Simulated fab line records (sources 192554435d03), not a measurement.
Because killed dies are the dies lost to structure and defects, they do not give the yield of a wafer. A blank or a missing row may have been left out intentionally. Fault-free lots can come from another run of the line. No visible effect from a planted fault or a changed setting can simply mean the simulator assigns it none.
Split-lot study | flow n5 finfet | 21 wafers read across 7 lots, on a route 1938 steps long

SPLIT DETAILS
At N5_BEOL_M13_ILD_DEP_00 (deposits SiOC from DEMS/O2, target thk 837.92 nm, time 166.4 s), the setting time s was moved away from the recipe's 166.4 s on 4 of the 21 wafers read, by -6.6% to +10.4%. For the rest of the wafers, this setting stayed at what the recipe calls for.

There is no step in the file separating the split from the reading.

THE READING
M13_ILD_THK in nanometres, read at N5_BEOL_M13_THK_MEAS_01. A value of 838 nm with a standard deviation of 11 nm is what fault-free wafers of this fab line usually give.

wafer  | tool, chamber at the split | time s as run, s | against the recipe | M13_ILD_THK, nm | against lot-mates on the recipe
L075.1 | pecvd-03, 2                | 166.4            | recipe             | 836             | -
L075.2 | pecvd-03, 1                | 166.4            | recipe             | 834             | -
L075.5 | pecvd-03, 2                | 166.4            | recipe             | 853             | -
L082.1 | pecvd-04, 0                | 166.4            | recipe             | 822             | -
L082.2 | pecvd-04, 1                | 166.4            | recipe             | 826             | -
L082.4 | pecvd-04, 1                | 166.4            | recipe             | 843             | -
L087.3 | pecvd-03, 2                | 166.4            | recipe             | 841             | -
L087.5 | pecvd-03, 2                | 177.1            | +6.4%              | 896             | +55
L087.6 | pecvd-03, 1                | 177.1            | +6.4%              | 904             | +63
L090.4 | pecvd-03, 1                | 166.4            | recipe             | 839             | -
L090.5 | pecvd-03, 2                | 183.7            | +10.4%             | 920             | +89
L090.6 | pecvd-03, 0                | 166.4            | recipe             | 823             | -
L091.3 | pecvd-03, 2                | 166.4            | recipe             | 829             | -
L091.4 | pecvd-03, 2                | 166.4            | recipe             | 841             | -
L091.5 | pecvd-03, 0                | 166.4            | recipe             | 836             | -
L092.1 | pecvd-02, 0                | 166.4            | recipe             | 839             | -
L092.4 | pecvd-02, 2                | 166.4            | recipe             | 837             | -
L092.5 | pecvd-02, 1                | 166.4            | recipe             | 853             | -
L097.3 | pecvd-02, 1                | 166.4            | recipe             | 847             | -
L097.4 | pecvd-02, 1                | 155.5            | -6.6%              | 811             | -40
L097.5 | pecvd-02, 0                | 166.4            | recipe             | 854             | -

THE FIT
A straight line over all 21 wafers: M13_ILD_THK changes by +7.62 nm for each +1% of time s; r = +0.92; the points scatter about the line by 11 nm.
The same after taking each lot's own level away (the mean of its wafers on the recipe; 21 wafers): +8.21 nm for each +1%; r = +0.96; scatter 7.7 nm.
Per that fit: largest time s move, reading shift of 85 nm.
The span of the lots' own levels, 830.3 to 850.5 nm, comes to 1.8 times the standard deviation stated above.
The two slopes agree, so the slope changes little with the lot-to-lot level.
Check: +84.9 nm against its lot-mates is what the line predicts for one of the wafers moved furthest among these (+10.4%) when that wafer is left out of the fit. Against them it came out at +89 nm.

THESE WAFERS: OTHER SPLITS
Note: prior to the reading, these wafers also went through further splits. Each is held against what the fit with the lots' levels taken away leaves over:
other split on the same wafers    | wafers away from the commonest value | r with M13_ILD_THK (lot level and that fit taken away)
N5_BEOL_M12_ETCH_68 time s        | 4                                    | -0.21
N5_BEOL_M12_TRENCH_ETCH_34 time s | 9                                    | -0.01

THE WHOLE CHAIN: every reading that the file lists as answering this split, in the file's order
step                    | what it does                                                   | reading                                                                             | change (the file's fit)              | r (the file's)
N5_BEOL_M13_ILD_DEP_00  | deposits SiOC from DEMS/O2, target thk 837.92 nm, time 166.4 s | SiOC_of_BEOL_M13_ILD_DEP_00.thk nm (the simulator's own value, which no gauge read) | +8.16 nm for each +1% of the setting | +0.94
N5_BEOL_M13_THK_MEAS_01 |                                                                | M13_ILD_THK                                                                         | +8.11 for each +1% of the setting    | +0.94
N5_BEOL_M13_VIA_ETCH_16 | etches SiOC in C4F8/O2/Ar, target depth 921.7 nm               | etch.depth nm (the simulator's own value, which no gauge read)                      | +8.16 nm for each +1% of the setting | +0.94
N5_BEOL_M13_VIA_ETCH_16 | etches SiOC in C4F8/O2/Ar, target depth 921.7 nm               | coat_of_BEOL_M13_COAT_04.thk nm (the simulator's own value, which no gauge read)    | -2.44 nm for each +1% of the setting | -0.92
N5_BEOL_M13_STRIP_63    | strips in N2/H2                                                | strip time to endpoint s                                                            | withheld for each +1% of the setting | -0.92

FILE'S OWN FIT
M13_ILD_THK changes by +8.11 nm for each +1% of time s, r = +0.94.
